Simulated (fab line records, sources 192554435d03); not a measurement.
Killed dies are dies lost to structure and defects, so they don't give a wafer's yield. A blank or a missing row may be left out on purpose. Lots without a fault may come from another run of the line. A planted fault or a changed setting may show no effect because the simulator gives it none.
Problem report in the 8D (eight disciplines) form, filled by code | flow n5_finfet | the parts of the form that need people (team, actions taken, sign-off) are left out

1. THE PROBLEM
killed_at_M0_to_M3 at N5_PASSIVATION_PROBE_49 reads a mean of 162 on 6 wafers of 2 lots; wafers without a fault read 35 with a standard deviation of 10. That is +13 standard deviations from the usual mean.
First seen on wafer L340.3, day 15 10:44, on prober-02. The record holds 13 wafers of 5 lots with a number at this step. Rule for "out", or "out of limits": more than 4 standard deviations from the usual mean. The other wafers with a number count as sound.

2. WHAT IT IS AND WHAT IT IS NOT
question                    | is                                                                                                      | is not
which readings at this step | killed_at_M0_to_M3, defect_limited_yield, killed_dies, sort_bin_5_function, sort_n_pass, sort_yield_pct | killed_at_M4_up, killed_at_contacts, killed_at_front_end, killed_at_other, killed_open, killed_short
which lots                  | L340, L346                                                                                              | L336, L338, L339
which wafers of those lots  | all that have a number                                                                                  | -
read on which tools         | prober-02                                                                                               | prober-01
when                        | from day 15 10:44                                                                                       | up to then (7 sound wafers)

3. SUSPECTS, AND WHAT RULES EACH OUT
Counting: a tool at a process step up to the reading stays a suspect if it ran every lot that is out and no sound lot after the first of them.
- rie_diel-02 at N5_BEOL_M1_ETCH_77 (etches underlayer in N2/H2, target depth 6.5 nm, time 5.2 s): kept. It ran every lot that is out, first L340 (day 8 23:06), and no sound lot after that; its last sound lot up to then is L339 (day 8 18:33).
- rie_diel-05 at N5_PASSIVATION_STRIP_14 (strips in O2): kept. It ran every lot that is out, first L340 (day 15 04:38), and no sound lot after that.
- prober-02 at N5_PASSIVATION_PROBE_49: kept. It ran every lot that is out, first L340 (day 15 10:44), and no sound lot after that; its last sound lot up to then is L338 (day 14 09:45). Its own readings are out on those wafers: defect_limited_yield, killed_at_M0_to_M3, killed_dies, sort_bin_5_function, sort_n_pass, sort_yield_pct.
Left after counting: rie_diel-02 at N5_BEOL_M1_ETCH_77, rie_diel-05 at N5_PASSIVATION_STRIP_14, prober-02 at N5_PASSIVATION_PROBE_49.

4. THE CAUSE (what the simulator had put in)
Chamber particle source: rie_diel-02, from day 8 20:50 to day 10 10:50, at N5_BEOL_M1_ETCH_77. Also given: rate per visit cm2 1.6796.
Counting left 3 suspects, and this tool is among them.

5. THE CHAIN OF EFFECTS, in route order
Each row: a reading whose mean over the struck wafers that have a number lies more than 3 standard deviations from the usual. Only readings for which the record gives a usual standard deviation are gone through. hours: the time from each lot's start at the first step in this table that gives one to its start at this step, as a median over the lots. sigmas: the change in usual standard deviations.
hours | step                    | reading              | usual  | on struck wafers | change | sigmas
0     | N5_PASSIVATION_PROBE_49 | defect_limited_yield | 91.6 % | 81.4             | -10.2  | -7.3
0     | N5_PASSIVATION_PROBE_49 | killed_at_M0_to_M3   | 35     | 162              | +127   | +13
0     | N5_PASSIVATION_PROBE_49 | killed_dies          | 99     | 219              | +120   | +7.5
0     | N5_PASSIVATION_PROBE_49 | killed_on_rim        | 13     | 28               | +15    | +3.8
0     | N5_PASSIVATION_PROBE_49 | sort_bin_5_function  | 4.9 %  | 10.8             | +5.9   | +6.4
0     | N5_PASSIVATION_PROBE_49 | sort_n_pass          | 1081   | 961              | -120   | -7.5
0     | N5_PASSIVATION_PROBE_49 | sort_yield_pct       | 91.6 % | 81.4             | -10.2  | -7.3
The process steps in it:
- N5_PASSIVATION_PROBE_49

6. WHAT WOULD HAVE CAUGHT IT SOONER
In this record the first reading out of limits was taken at day 15 10:44, 158 hours after the fault began at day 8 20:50.
Of the tool readings at N5_BEOL_M1_ETCH_77 for which the record gives a usual standard deviation, none was out on any struck wafer, so an alarm limit of 4 standard deviations on them would not have fired.
All the lots that are out (2) had begun N5_BEOL_M1_ETCH_77 on rie_diel-02 by day 15 10:44. A hold on the tool at that time would have spared none of them.
